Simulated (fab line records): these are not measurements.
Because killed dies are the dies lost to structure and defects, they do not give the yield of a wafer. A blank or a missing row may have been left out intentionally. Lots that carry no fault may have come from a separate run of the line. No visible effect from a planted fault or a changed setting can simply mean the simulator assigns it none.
Chamber matching || flow n5Finfet || rieDiel-02 running N5_DUMMY_GATE_ETCH_31: 4 sister chambers
The step etches SiO2 in C4F6/O2, target depth 82.5 nm, time 27.5 s. 24 wafers are shown with their chamber, then 12 later ones without.

== WAFERS, EACH WITH ITS CHAMBER ==
{"wafer": "L075.2", "chamber": 1, "rfVppV (V)": 669, "showerheadPlenumPTorr (Torr)": 2.92, "throttleValvePct (%)": 21.51}
{"wafer": "L075.4", "chamber": 0, "rfVppV (V)": 660, "showerheadPlenumPTorr (Torr)": 2.91, "throttleValvePct (%)": 21.33}
{"wafer": "L075.5", "chamber": 2, "rfVppV (V)": 697, "showerheadPlenumPTorr (Torr)": 2.98, "throttleValvePct (%)": 21.16}
{"wafer": "L076.2", "chamber": 0, "rfVppV (V)": 662, "showerheadPlenumPTorr (Torr)": 2.91, "throttleValvePct (%)": 21.33}
{"wafer": "L076.3", "chamber": 2, "rfVppV (V)": 696, "showerheadPlenumPTorr (Torr)": 2.98, "throttleValvePct (%)": 21.16}
{"wafer": "L076.5", "chamber": 2, "rfVppV (V)": 695, "showerheadPlenumPTorr (Torr)": 2.98, "throttleValvePct (%)": 21.15}
{"wafer": "L080.2", "chamber": 3, "rfVppV (V)": 645, "showerheadPlenumPTorr (Torr)": 2.72, "throttleValvePct (%)": 21.50}
{"wafer": "L080.3", "chamber": 1, "rfVppV (V)": 669, "showerheadPlenumPTorr (Torr)": 2.92, "throttleValvePct (%)": 21.52}
{"wafer": "L080.4", "chamber": 0, "rfVppV (V)": 660, "showerheadPlenumPTorr (Torr)": 2.90, "throttleValvePct (%)": 21.35}
{"wafer": "L083.2", "chamber": 0, "rfVppV (V)": 659, "showerheadPlenumPTorr (Torr)": 2.90, "throttleValvePct (%)": 21.36}
{"wafer": "L083.5", "chamber": 1, "rfVppV (V)": 667, "showerheadPlenumPTorr (Torr)": 2.91, "throttleValvePct (%)": 21.52}
{"wafer": "L083.6", "chamber": 0, "rfVppV (V)": 660, "showerheadPlenumPTorr (Torr)": 2.90, "throttleValvePct (%)": 21.34}
{"wafer": "L084.1", "chamber": 2, "rfVppV (V)": 695, "showerheadPlenumPTorr (Torr)": 2.97, "throttleValvePct (%)": 21.19}
{"wafer": "L084.3", "chamber": 3, "rfVppV (V)": 646, "showerheadPlenumPTorr (Torr)": 2.72, "throttleValvePct (%)": 21.51}
{"wafer": "L084.5", "chamber": 1, "rfVppV (V)": 669, "showerheadPlenumPTorr (Torr)": 2.91, "throttleValvePct (%)": 21.53}
{"wafer": "L086.1", "chamber": 2, "rfVppV (V)": 697, "showerheadPlenumPTorr (Torr)": 2.97, "throttleValvePct (%)": 21.17}
{"wafer": "L086.2", "chamber": 0, "rfVppV (V)": 661, "showerheadPlenumPTorr (Torr)": 2.90, "throttleValvePct (%)": 21.36}
{"wafer": "L086.3", "chamber": 1, "rfVppV (V)": 669, "showerheadPlenumPTorr (Torr)": 2.91, "throttleValvePct (%)": 21.56}
{"wafer": "L087.1", "chamber": 2, "rfVppV (V)": 696, "showerheadPlenumPTorr (Torr)": 2.97, "throttleValvePct (%)": 21.20}
{"wafer": "L087.2", "chamber": 0, "rfVppV (V)": 660, "showerheadPlenumPTorr (Torr)": 2.90, "throttleValvePct (%)": 21.35}
{"wafer": "L087.5", "chamber": 2, "rfVppV (V)": 697, "showerheadPlenumPTorr (Torr)": 2.97, "throttleValvePct (%)": 21.20}
{"wafer": "L089.1", "chamber": 0, "rfVppV (V)": 661, "showerheadPlenumPTorr (Torr)": 2.89, "throttleValvePct (%)": 21.37}
{"wafer": "L089.4", "chamber": 1, "rfVppV (V)": 667, "showerheadPlenumPTorr (Torr)": 2.91, "throttleValvePct (%)": 21.54}
{"wafer": "L089.6", "chamber": 0, "rfVppV (V)": 660, "showerheadPlenumPTorr (Torr)": 2.89, "throttleValvePct (%)": 21.36}

SIGNATURES (averages over the wafers above)
{"reading": "rfVppV", "chamber 0": 660.33, "chamber 1": 668.33, "chamber 2": 696.14, "chamber 3": 645.50, "scatter within a chamber": 0.914}
{"reading": "showerheadPlenumPTorr", "chamber 0": 2.9000, "chamber 1": 2.9133, "chamber 2": 2.9743, "chamber 3": 2.7200, "scatter within a chamber": 0.00594}
{"reading": "throttleValvePct", "chamber 0": 21.3500, "chamber 1": 21.5300, "chamber 2": 21.1757, "chamber 3": 21.5050, "scatter within a chamber": 0.0171}
Rule: a wafer's distance from a chamber is the root of the sum, over the readings, of the square of ((its reading less the chamber's mean) divided by the reading's scatter). If the next closest chamber is less than 2 further off than the closest, the wafer can't be placed; otherwise it belongs to the closest. The scatter is the square root of a quotient: the sum, over the shown wafers, of each reading's squared deviation from its chamber's mean, divided by wafers minus chambers.

== WAFERS WHOSE CHAMBER IS MISSING ==
{"wafer": "L091.1", "rfVppV (V)": 695, "showerheadPlenumPTorr (Torr)": 2.97, "throttleValvePct (%)": 21.19}
{"wafer": "L091.2", "rfVppV (V)": 668, "showerheadPlenumPTorr (Torr)": 2.91, "throttleValvePct (%)": 21.56}
{"wafer": "L091.4", "rfVppV (V)": 655, "showerheadPlenumPTorr (Torr)": 3.05, "throttleValvePct (%)": 21.17}
{"wafer": "L092.2", "rfVppV (V)": 661, "showerheadPlenumPTorr (Torr)": 2.89, "throttleValvePct (%)": 21.38}
{"wafer": "L092.4", "rfVppV (V)": 696, "showerheadPlenumPTorr (Torr)": 2.96, "throttleValvePct (%)": 21.19}
{"wafer": "L092.5", "rfVppV (V)": 697, "showerheadPlenumPTorr (Torr)": 2.97, "throttleValvePct (%)": 21.19}
{"wafer": "L093.2", "rfVppV (V)": 657, "showerheadPlenumPTorr (Torr)": 3.05, "throttleValvePct (%)": 21.19}
{"wafer": "L093.4", "rfVppV (V)": 660, "showerheadPlenumPTorr (Torr)": 2.89, "throttleValvePct (%)": 21.37}
{"wafer": "L093.6", "rfVppV (V)": 658, "showerheadPlenumPTorr (Torr)": 3.05, "throttleValvePct (%)": 21.18}
{"wafer": "L094.4", "rfVppV (V)": 657, "showerheadPlenumPTorr (Torr)": 3.05, "throttleValvePct (%)": 21.19}
{"wafer": "L094.5", "rfVppV (V)": 696, "showerheadPlenumPTorr (Torr)": 2.96, "throttleValvePct (%)": 21.21}
{"wafer": "L094.6", "rfVppV (V)": 657, "showerheadPlenumPTorr (Torr)": 3.05, "throttleValvePct (%)": 21.19}

== WHICH CHAMBER EACH WENT THROUGH ==
{"wafer": "L091.1", "from the rows above": 2, "in truth": 2}
{"wafer": "L091.2", "from the rows above": 1, "in truth": 1}
{"wafer": "L091.4", "from the rows above": 0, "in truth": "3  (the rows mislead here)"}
{"wafer": "L092.2", "from the rows above": 0, "in truth": 0}
{"wafer": "L092.4", "from the rows above": 2, "in truth": 2}
{"wafer": "L092.5", "from the rows above": 2, "in truth": 2}
{"wafer": "L093.2", "from the rows above": 0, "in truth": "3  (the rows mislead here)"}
{"wafer": "L093.4", "from the rows above": 0, "in truth": 0}
{"wafer": "L093.6", "from the rows above": 0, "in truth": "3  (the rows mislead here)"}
{"wafer": "L094.4", "from the rows above": 0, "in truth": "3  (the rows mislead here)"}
{"wafer": "L094.5", "from the rows above": 2, "in truth": 2}
{"wafer": "L094.6", "from the rows above": 0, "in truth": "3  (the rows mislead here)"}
Correctly placed: 7 of 12. Number that these rows cannot place: 0. Number placed wrongly: 5.
